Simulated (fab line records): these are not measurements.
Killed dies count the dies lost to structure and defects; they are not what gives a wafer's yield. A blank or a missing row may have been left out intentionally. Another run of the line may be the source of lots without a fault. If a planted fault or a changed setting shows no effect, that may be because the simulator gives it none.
2 desks looking at one fault + flow nandHarc + only its own numbers are on each desk; what lay behind them is given at the end

## DESK OF THE TOOL OWNER: aldMetal-02
The tool's own readings at NHARC_A_WL_FILL_ALD_02 (deposits TiN, target thk 2 nm, pulse time 3 s, ald cycles 100): means of the sampled wafers that have a number, for each lot that ran on this tool. A lot is out of limits, marked OUT, if its mean lies more than 4 standard deviations from the usual mean; the brackets give that distance.
Columns: A = heaterPowerW at NHARC_A_WL_FILL_ALD_02, usual 1095 W; B = precursorPulseHeightRel at NHARC_A_WL_FILL_ALD_02, usual 1.001
| lot  | first seen here | A    | B     |
|------|-----------------|------|-------|
| L936 | day 14 15:05    | 1091 | 1.009 |
| L935 | day 15 04:04    | 1048 | 0.987 |
| L937 | day 15 16:14    | 1065 | 0.994 |
| L951 | day 19 03:34    | 1048 | 0.980 |
| L954 | day 19 15:38    | 1032 | 1.005 |
| L955 | day 20 02:28    | 1133 | 1.001 |
Finding of this desk: none of the 6 lots has anything out of limits.

## METROLOGY DESK
Lot by lot, what the gauges showed, no matter which tool ran the lot: averages of those sampled wafers that carry a number. A lot is out of limits, marked OUT, if its mean lies more than 4 standard deviations from the usual mean; the brackets give that distance.
Columns: A = cdNm at NHARC_A_SLIT_CD_MEAS_09, usual 299.9 nm
| lot  | first seen here | A     |
|------|-----------------|-------|
| L936 | day 14 03:20    | 299.8 |
| L935 | day 14 16:16    | 299.2 |
| L937 | day 15 03:51    | 299.2 |
| L939 | day 15 12:13    | 300.0 |
| L946 | day 17 01:32    | 300.2 |
| L949 | day 17 22:06    | 300.2 |
| L948 | day 17 22:15    | 300.4 |
| L952 | day 18 15:28    | 299.4 |
| L951 | day 18 15:53    | 299.6 |
| L954 | day 19 01:27    | 300.0 |
| L956 | day 19 14:13    | 300.5 |
| L955 | day 19 14:47    | 299.7 |
| L957 | day 19 16:14    | 299.7 |
Finding of this desk: none of the 13 lots has anything out of limits.

## ALL TOGETHER
The tool owner's desk saw nothing out of limits.
Metrology desk: nothing out of limits seen.

## WHAT HAD BEEN PUT IN BY THE SIMULATOR
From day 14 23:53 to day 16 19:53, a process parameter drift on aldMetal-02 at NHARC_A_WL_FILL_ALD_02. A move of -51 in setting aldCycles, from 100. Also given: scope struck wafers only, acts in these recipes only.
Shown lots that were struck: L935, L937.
